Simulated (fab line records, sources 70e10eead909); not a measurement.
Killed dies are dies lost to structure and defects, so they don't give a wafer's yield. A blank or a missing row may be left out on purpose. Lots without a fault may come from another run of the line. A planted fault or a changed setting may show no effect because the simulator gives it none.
A struck lot beside a sound one | flow nand_harc | 17 steps out of a route of 1302
Sound: wafers L947.1, L947.3, L947.4. Struck: wafers L960.2, L960.5, L960.6. The cause comes at the end.
At each step with rows: each side's tool, then ch and its chambers, then its first start. Under that, the readings that differ: sound wafers | struck wafers | difference of the means | sigmas: that difference in standard deviations of wafers without a fault.
alike: readings whose means differ by less than 2 such deviations, and words and numbers that are the same on both sides. not compared: withheld readings, readings that some wafer has no value for, bounds like >300 that may hide the same value, and numbers for which the record gives no deviation and whose values overlap.
The two part at a step that has a row with sigmas, a row that says differs or no value, or rows on one side only. Numbers that don't overlap but have no deviation are shown without sigmas and don't part them. A reading that every wafer of one side lacks parts them only if that side has two wafers or more.

NHARC_P_ZERO_WELL_CD_MEAS_37: target cd 720 nm.
  sound on cd_sem-03 ch 0, day 2 10:07; struck on cd_sem-01 ch 0, day 7 20:07
  alike: cd_nm
then, 1 step without rows for these wafers: NHARC_P_ZERO_WELL_HARDBAKE_38 (time 80 s).
NHARC_P_ZERO_WELL_DESCUM_39: chemistry O2, time 3 s.
  sound on rie_diel-13 ch 0,1,3, day 2 10:17; struck on rie_diel-04 ch 0,1, day 7 20:17
  alike: drypump_motor_current_A, oes_product_au, rf_vpp_V, showerhead_plenum_p_Torr, throttle_valve_pct
  not compared: rf_hours_counter_h
then, 9 steps without rows for these wafers: NHARC_P_ZERO_WELL_IMPLANT_40; NHARC_P_ZERO_WELL_IMPLANT_59; NHARC_P_ZERO_WELL_IMPLANT_60; NHARC_P_ZERO_WELL_STRIP_41 (strips in SPM, time 840 s); NHARC_P_ZERO_WELL_DEHYDRATE_44 (time 120 s); NHARC_P_ZERO_WELL_HMDS_45 (time 30 s); NHARC_P_ZERO_WELL_COAT_46; NHARC_P_ZERO_WELL_SOFTBAKE_47 (time 95 s); NHARC_P_ZERO_WELL_EBR_48.
NHARC_P_ZERO_WELL_EXPOSE_49: exposes mask P HVPW, target cd 2000 nm.
  sound on krf_scanner-01 ch 0, day 2 11:37; struck on krf_scanner-01 ch 0, day 7 21:38
  reading | sound                      | struck                        | difference | sigmas
  mask    | P_HVPW#0 P_HVPW#0 P_HVPW#0 | P_NWELL#0 P_NWELL#0 P_NWELL#0 | differs    |
  alike: reticle_temp_C
then, 2 steps without rows for these wafers: NHARC_P_ZERO_WELL_PEB_50 (peb time 85 s); NHARC_P_ZERO_WELL_DEVELOP_51 (time 70 s).
NHARC_P_ZERO_WELL_CD_MEAS_52: target cd 2000 nm.
  sound on cd_sem-01 ch 0, day 2 11:46; struck on cd_sem-02 ch 0, day 7 21:47
  reading    | sound                | struck | difference                    | sigmas
  cd_nm (nm) | 1998.4 1999.7 1997.2 | - - -  | no value on the struck wafers |
then, 1 step without rows for these wafers: NHARC_P_ZERO_WELL_HARDBAKE_53 (time 80 s).

WHERE THEY PART
First at NHARC_P_ZERO_WELL_EXPOSE_49; last, within this record, at NHARC_P_ZERO_WELL_CD_MEAS_52.

WHY: what the simulator had put in
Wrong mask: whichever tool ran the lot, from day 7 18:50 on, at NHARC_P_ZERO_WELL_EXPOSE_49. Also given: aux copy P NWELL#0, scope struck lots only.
